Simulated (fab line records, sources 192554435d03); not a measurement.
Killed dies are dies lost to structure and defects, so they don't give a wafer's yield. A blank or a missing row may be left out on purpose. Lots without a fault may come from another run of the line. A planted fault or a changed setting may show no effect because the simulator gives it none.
A struck lot beside a sound one | flow n5_finfet | 15 steps out of a route of 1938
Sound: wafers L643.1, L643.2, L643.5. Struck: wafers L649.2, L649.3. The cause comes at the end.
At each step with rows: each side's tool, then ch and its chambers, then its first start. Under that, the readings that differ: sound wafers | struck wafers | difference of the means | sigmas: that difference in standard deviations of wafers without a fault.
alike: readings whose means differ by less than 2 such deviations, and words and numbers that are the same on both sides. not compared: withheld readings, readings that some wafer has no value for, bounds like >300 that may hide the same value, and numbers for which the record gives no deviation and whose values overlap.
The two part at a step that has a row with sigmas, a row that says differs or no value, or rows on one side only. Numbers that don't overlap but have no deviation are shown without sigmas and don't part them. A reading that every wafer of one side lacks parts them only if that side has two wafers or more.

first, 8 steps without rows for these wafers: N5_BEOL_M7_COAT_64 (time 60 s, resist thk 12 nm); N5_BEOL_M7_COAT_71 (time 60 s, resist thk 5 nm); N5_BEOL_M7_COAT_22 (resist thk 30 nm); N5_BEOL_M7_EBR_24; N5_BEOL_M7_SOFTBAKE_23 (time 60 s); N5_BEOL_M7_EXPOSE_25 (exposes mask V6, target cd 40 nm); N5_BEOL_M7_PEB_26 (peb time 60 s); N5_BEOL_M7_DEVELOP_27 (develop time 30 s).
N5_BEOL_M7_CD_MEAS_28: target cd 40 nm.
  sound on cd_sem-01 ch 0, day 11 17:47; struck on cd_sem-02 ch 0, day 12 16:37
  alike: cd_nm
N5_BEOL_M7_OVL_MEAS_29:
  sound on overlay-01 ch 0, day 11 17:49; struck on overlay-01 ch 0, day 12 16:39
  alike: V6_OVL
N5_BEOL_M7_INSPECT_30: inspects for defects (brightfield).
  sound on defect_inspect-02, day 11 17:55; struck on defect_inspect-02, day 12 16:43
  alike: raw_defect_count
N5_BEOL_M7_DESCUM_33: chemistry O2, time 7 s.
  sound on rie_diel-06 ch 1,3, day 11 17:58; struck on rie_diel-06 ch 0,3, day 12 16:44
  alike: chamber_pressure_mTorr, drypump_motor_current_A, oes_product_au, rf_vpp_V, showerhead_plenum_p_Torr, throttle_valve_pct
  not compared: rf_hours_counter_h
N5_BEOL_M7_ETCH_72: etches underlayer in N2/H2, target depth 6.5 nm, time 5.2 s.
  sound on rie_diel-06 ch 1,3, day 11 18:00; struck on rie_diel-06 ch 0,3, day 12 16:46
  reading               | sound          | struck    | difference | sigmas
  etch_rf_on_time_s (s) | 5.23 5.26 5.31 | 6.34 6.57 | +1.19      | +13
  alike: chamber_pressure_mTorr, drypump_motor_current_A, oes_product_au, rf_vpp_V, showerhead_plenum_p_Torr, throttle_valve_pct
  not compared: rf_hours_counter_h
N5_BEOL_M7_ETCH_65: etches SiARC in CF4, target depth 15.6 nm, time 26 s.
  sound on rie_diel-06 ch 1,3, day 11 18:01; struck on rie_diel-06 ch 0,3, day 12 16:47
  alike: cf4_flow_sccm, chamber_pressure_mTorr, drypump_motor_current_A, etch_rf_on_time_s, oes_product_au, rf_vpp_V, showerhead_plenum_p_Torr, throttle_valve_pct
  not compared: rf_hours_counter_h
N5_PASSIVATION_PROBE_49:
  the record has rows for the sound wafers here (prober-01, day 14 19:12) and none for the struck ones

WHERE THEY PART
First at N5_BEOL_M7_ETCH_72; last, within this record, at N5_PASSIVATION_PROBE_49.

WHY: what the simulator had put in
Process parameter drift: rie_diel-06, from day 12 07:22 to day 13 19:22, at N5_BEOL_M7_ETCH_72. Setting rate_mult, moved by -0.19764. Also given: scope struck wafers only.
